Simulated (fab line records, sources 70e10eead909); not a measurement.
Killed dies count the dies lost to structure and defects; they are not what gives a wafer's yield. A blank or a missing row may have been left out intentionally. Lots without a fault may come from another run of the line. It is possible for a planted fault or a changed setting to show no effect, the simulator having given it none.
Chamber matching -- flow nand_harc -- NHARC_A_STAIRCASE_DEP_151 on pecvd-02 has 3 sister chambers
The step deposits SiO2, target thk 7200 nm. 6 wafers are shown with their chamber, then 10 later ones without.

## WAFERS WITH THEIR CHAMBER
wafer,chamber,heater_power_w (W),mfc_precursor_sccm (sccm)
L086.3,2,532,200.3
L086.5,2,432,199.4
L087.2,0,690,201.0
L087.6,1,781,200.4
L090.1,0,619,200.2
L090.3,1,879,199.8

## WAFERS WITHOUT THEIR CHAMBER
wafer,heater_power_w (W),mfc_precursor_sccm (sccm)
L090.5,444,200.2
L093.1,952,200.3
L093.2,578,199.2
L093.3,540,198.8
L095.2,930,199.6
L095.3,662,199.5
L095.6,761,199.4
L097.2,650,200.3
L097.3,908,199.4
L097.6,428,199.7

## WHICH CHAMBER EACH ONE RAN IN
wafer,from the rows above,in truth
L090.5,2,2
L093.1,1,1
L093.2,can't be placed: 2 or 0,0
L093.3,can't be placed: 2 or 0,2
L095.2,1,1
L095.3,can't be placed: 0 or 1 or 2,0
L095.6,can't be placed: 1 or 0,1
L097.2,0,0
L097.3,1,1
L097.6,2,2
6 of 10 placed correctly. These rows do not allow placing 4 (true chamber among the candidates in 4). 0 placed wrongly.
How it was worked out, from the rows above alone: a wafer's distance from a chamber is the root of the sum, over the readings, of the square of ((its reading less the chamber's mean) divided by the reading's scatter). The wafer belongs to the nearest chamber; if the next one is less than 2 further off, it can't be placed. The mean given for a chamber averages the wafers shown for that chamber. How the scatter is found: for the shown wafers, subtract from each reading the mean of its chamber, square and add these, divide the total by (wafers less chambers), then take the root.
